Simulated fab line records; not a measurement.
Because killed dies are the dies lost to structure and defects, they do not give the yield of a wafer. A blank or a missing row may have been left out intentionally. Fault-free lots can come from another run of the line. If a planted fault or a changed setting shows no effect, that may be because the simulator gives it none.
Lot-split experiment | flow n5 finfet | 39 wafers read across 7 lots, on a route 1938 steps long

## ABOUT THE SPLIT
At N5_MOL_CONTACT_COAG_ALD_133 (deposits SiO2, target thk 5 nm, pulse time 1 s, co reactant pulse time 1 s), the setting ald cycles was moved away from the recipe's 35 on 15 of the 39 wafers read, by -14.3% to +14.3%. For the rest of the wafers, this setting stayed at what the recipe calls for.

The split's own step is where the reading is taken.

## THE READING
SiO2_of_MOL_CONTACT_COAG_ALD_133.thk nm (the simulator's own value, which no gauge read), in nm, at N5_MOL_CONTACT_COAG_ALD_133 (deposits SiO2, target thk 5 nm, pulse time 1 s, co reactant pulse time 1 s). No usual value for it is given in the file.

wafer  | tool, chamber at the split | ald cycles as run | against the recipe | SiO2_of_MOL_CONTACT_COAG_ALD_133.thk nm, nm | against lot-mates on the recipe
L081.1 | ald sin-01, 1,2,0          | 35                | recipe             | 5                                           | -
L081.4 | ald sin-01, 1,2,0          | 35                | recipe             | 5                                           | -
L081.5 | ald sin-01, 1,2,0          | 35                | recipe             | 5                                           | -
L081.2 | ald sin-01, 0,2,1          | 30                | -14.3%             | 4.2                                         | -0.8
L081.3 | ald sin-01, 0,2,1          | 30                | -14.3%             | 4.2                                         | -0.8
L081.6 | ald sin-01, 0,2,1          | 30                | -14.3%             | 4.2                                         | -0.8
L082.1 | ald sin-03, 0,3,2,1,0,3    | 35                | recipe             | 5                                           | -
L082.2 | ald sin-03, 0,3,2,1,0,3    | 35                | recipe             | 5                                           | -
L082.3 | ald sin-03, 0,3,2,1,0,3    | 35                | recipe             | 5                                           | -
L082.4 | ald sin-03, 0,3,2,1,0,3    | 35                | recipe             | 5                                           | -
L082.5 | ald sin-03, 0,3,2,1,0,3    | 35                | recipe             | 5                                           | -
L082.6 | ald sin-03, 0,3,2,1,0,3    | 35                | recipe             | 5                                           | -
L084.1 | ald sin-03, 0,3,0          | 35                | recipe             | 5                                           | -
L084.2 | ald sin-03, 0,3,0          | 35                | recipe             | 5                                           | -
L084.6 | ald sin-03, 0,3,0          | 35                | recipe             | 5                                           | -
L084.3 | ald sin-03, 1,2,1          | 40                | +14.3%             | 5.8                                         | +0.8
L084.4 | ald sin-03, 1,2,1          | 40                | +14.3%             | 5.8                                         | +0.8
L084.5 | ald sin-03, 1,2,1          | 40                | +14.3%             | 5.8                                         | +0.8
L086.1 | ald sin-02, 1,0,2          | 35                | recipe             | 5                                           | -
L086.4 | ald sin-02, 1,0,2          | 35                | recipe             | 5                                           | -
L086.6 | ald sin-02, 1,0,2          | 35                | recipe             | 5                                           | -
L087.1 | ald sin-01, 0              | 37                | +5.7%              | 5.4                                         | +0.4
L087.2 | ald sin-01, 3,1            | 37                | +5.7%              | 5.2                                         | +0.2
L087.4 | ald sin-01, 3,1            | 37                | +5.7%              | 5.2                                         | +0.2
L087.3 | ald sin-01, 2,1,2          | 35                | recipe             | 5                                           | -
L087.5 | ald sin-01, 2,1,2          | 35                | recipe             | 5                                           | -
L087.6 | ald sin-01, 2,1,2          | 35                | recipe             | 5                                           | -
L089.1 | ald sin-03, 0,3,3          | 32                | -8.6%              | 4.6                                         | -0.4
L089.3 | ald sin-03, 0,3,3          | 32                | -8.6%              | 4.6                                         | -0.4
L089.6 | ald sin-03, 0,3,3          | 32                | -8.6%              | 4.6                                         | -0.4
L089.2 | ald sin-03, 1,1,0          | 35                | recipe             | 5                                           | -
L089.4 | ald sin-03, 1,1,0          | 35                | recipe             | 5                                           | -
L089.5 | ald sin-03, 1,1,0          | 35                | recipe             | 5                                           | -
L096.1 | ald sin-01, 2              | 30                | -14.3%             | 4.4                                         | -0.6
L096.2 | ald sin-01, 3,0,0          | 35                | recipe             | 5                                           | -
L096.3 | ald sin-01, 3,0,0          | 35                | recipe             | 5                                           | -
L096.6 | ald sin-01, 3,0,0          | 35                | recipe             | 5                                           | -
L096.4 | ald sin-01, 1              | 30                | -14.3%             | 4.2                                         | -0.8
L096.5 | ald sin-01, 1              | 30                | -14.3%             | 4.2                                         | -0.8
Where a row lists several chambers, the file gives one row for several wafers and doesn't say which wafer went through which chamber.

THE FIT
A straight line over all 39 wafers: SiO2_of_MOL_CONTACT_COAG_ALD_133.thk nm changes by +0.0534 nm for each +1% of ald cycles; r = +0.99; the points scatter about the line by 0.046 nm.
The same after taking each lot's own level away (the mean of its wafers on the recipe; 39 wafers): +0.0534 nm for each +1%; r = +0.99; scatter 0.046 nm.
The reading moves by 0.76 nm for the largest change in ald cycles, on that fit.
The lots' own levels span 5.00 to 5.00 nm.
The two slopes are in agreement: the lot-to-lot level therefore moves the slope only a little.
Check: -0.754 nm against its lot-mates is what the line predicts for one of the wafers moved furthest among these (-14.3%) when that wafer is left out of the fit. Against them it came out at -0.8 nm.

## THESE WAFERS: OTHER SPLITS
Before the reading, these wafers also passed through other splits. Each is held against what the fit with the lots' levels taken away leaves over:
other split on the same wafers        | wafers away from the commonest value | r with SiO2_of_MOL_CONTACT_COAG_ALD_133.thk nm (lot level and that fit taken away)
N5_MOL_CONTACT_COAG_EXPOSE_05 dose mj | 12                                   | +0.05

## FILE'S OWN FIT
SiO2_of_MOL_CONTACT_COAG_ALD_133.thk nm changes by +0.0533 nm for each +1% of ald cycles, r = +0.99.
